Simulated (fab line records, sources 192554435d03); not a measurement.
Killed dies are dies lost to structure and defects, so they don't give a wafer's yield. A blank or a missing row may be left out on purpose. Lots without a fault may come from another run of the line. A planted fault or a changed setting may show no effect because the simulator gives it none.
Split-lot experiment | flow n5_finfet | 7 lots, 39 wafers read, on a route of 1938 steps

THE SPLIT
At N5_FIN_CUT_ETCH_21 (etches SOC in N2/H2, target depth 219 nm, overetch 43.8 nm, time 523.5 s), the setting bias_w was moved away from the recipe's 61 W on 18 of the 39 wafers read, by -12.9% to +18.0%. The other wafers ran this setting at the recipe's value.

The reading is taken at the split's own step.

THE READING
rf_vpp_V, in V, at N5_FIN_CUT_ETCH_21 (etches SOC in N2/H2, target depth 219 nm, overetch 43.8 nm, time 523.5 s). Fault-free wafers of this fab line usually give 240.8 V, standard deviation 1.4 V.

wafer  | tool, chamber at the split | bias_w as run, W | against the recipe | rf_vpp_V, V | against lot-mates on the recipe
L075.1 | rie_diel-04, 2             | 61               | recipe             | 241.4       | -
L075.2 | rie_diel-04, 0             | 61               | recipe             | 238.8       | -
L075.3 | rie_diel-04, 1             | 69.14            | +13.3%             | 263.2       | +22.1
L075.4 | rie_diel-04, 3             | 69.14            | +13.3%             | 262.6       | +21.5
L075.5 | rie_diel-04, 2             | 69.14            | +13.3%             | 260.7       | +19.6
L075.6 | rie_diel-04, 1             | 61               | recipe             | 243.1       | -
L079.1 | rie_diel-03, 2             | 61               | recipe             | 240.4       | -
L079.2 | rie_diel-03, 3             | 71.21            | +16.7%             | 264.7       | +25.2
L079.3 | rie_diel-03, 0             | 61               | recipe             | 239.2       | -
L079.4 | rie_diel-03, 1             | 71.21            | +16.7%             | 266.6       | +27.1
L079.5 | rie_diel-03, 2             | 61               | recipe             | 239.0       | -
L079.6 | rie_diel-03, 3             | 71.21            | +16.7%             | 263.7       | +24.2
L081.1 | rie_diel-02, 0             | 61               | recipe             | 241.4       | -
L081.2 | rie_diel-02, 3             | 53.59            | -12.1%             | 222.6       | -18.0
L081.3 | rie_diel-02, 2             | 53.59            | -12.1%             | 221.6       | -19.0
L081.4 | rie_diel-02, 1             | 61               | recipe             | 238.7       | -
L081.5 | rie_diel-02, 0             | 53.59            | -12.1%             | 222.7       | -17.9
L081.6 | rie_diel-02, 3             | 61               | recipe             | 241.6       | -
L090.1 | rie_diel-03, 0             | 53.12            | -12.9%             | 217.9       | -22.2
L090.2 | rie_diel-03, 1             | 61               | recipe             | 240.2       | -
L090.3 | rie_diel-03, 3             | 53.12            | -12.9%             | 218.8       | -21.3
L090.4 | rie_diel-03, 0             | 61               | recipe             | 238.4       | -
L090.5 | rie_diel-03, 1             | 61               | recipe             | 241.6       | -
L090.6 | rie_diel-03, 3             | 53.12            | -12.9%             | 218.9       | -21.2
L094.1 | rie_diel-04, 0             | 53.76            | -11.9%             | 220.6       | -20.9
L094.2 | rie_diel-04, 2             | 61               | recipe             | 241.2       | -
L094.3 | rie_diel-04, 3             | 53.76            | -11.9%             | 222.1       | -19.4
L094.4 | rie_diel-04, 1             | 61               | recipe             | 241.5       | -
L094.5 | rie_diel-04, 2             | 53.76            | -11.9%             | 221.9       | -19.6
L094.6 | rie_diel-04, 3             | 61               | recipe             | 241.9       | -
L096.2 | rie_diel-04, 1             | 61               | recipe             | 243.2       | -
L096.4 | rie_diel-04, 3             | 61               | recipe             | 242.1       | -
L096.5 | rie_diel-04, 0             | 61               | recipe             | 238.9       | -
L097.1 | rie_diel-02, 1             | 71.95            | +18.0%             | 265.6       | +24.4
L097.2 | rie_diel-02, 0             | 61               | recipe             | 242.7       | -
L097.3 | rie_diel-02, 3             | 61               | recipe             | 239.9       | -
L097.4 | rie_diel-02, 2             | 71.95            | +18.0%             | 266.8       | +25.6
L097.5 | rie_diel-02, 2             | 61               | recipe             | 241.0       | -
L097.6 | rie_diel-02, 3             | 71.95            | +18.0%             | 268.3       | +27.1

THE FIT
A straight line over all 39 wafers: rf_vpp_V changes by +1.54 V for each +1% of bias_w; r = +0.99; the points scatter about the line by 1.5 V.
The same after taking each lot's own level away (the mean of its wafers on the recipe; 39 wafers): +1.55 V for each +1%; r = +1.00; scatter 1.4 V.
On that fit, the largest move of bias_w shifts the reading by 28 V.
The lots' own levels span 239.53 to 241.53 V, that is 1.4 times the standard deviation above.
So the lot-to-lot level changes the slope little: the two slopes agree.
Check: with one of the wafers moved furthest among these (+18.0%) left out of the fit, the line predicts +27.7 V for it against its lot-mates. It came out at +24.4 V against them.
Tool readings at the split's step, against how far the setting was moved: rf_vpp_V r = +0.99.

OTHER SPLITS ON THESE WAFERS
These wafers also went through other splits before the reading. Each is held against what the fit with the lots' levels taken away leaves over:
other split on the same wafers | wafers away from the commonest value | r with rf_vpp_V (lot level and that fit taken away)
N5_FIN_SAQP_FIN_ETCH_36 icp_w  | 12                                   | +0.19

THE WHOLE CHAIN: every reading that the file lists as answering this split, in the file's order
step               | what it does                                                             | reading                                                                          | change (the file's fit)                | r (the file's)
N5_FIN_CUT_ETCH_21 | etches SOC in N2/H2, target depth 219 nm, overetch 43.8 nm, time 523.5 s | rf_vpp_V                                                                         | +1.54 V for each +1% of the setting    | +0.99
N5_FIN_CUT_ETCH_21 | etches SOC in N2/H2, target depth 219 nm, overetch 43.8 nm, time 523.5 s | SiARC_of_FIN_CUT_COAT_19.thk_nm (the simulator's own value, which no gauge read) | -0.0473 nm for each +1% of the setting | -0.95

THE FILE'S OWN FIT
rf_vpp_V changes by +1.54 V for each +1% of bias_w, r = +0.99.
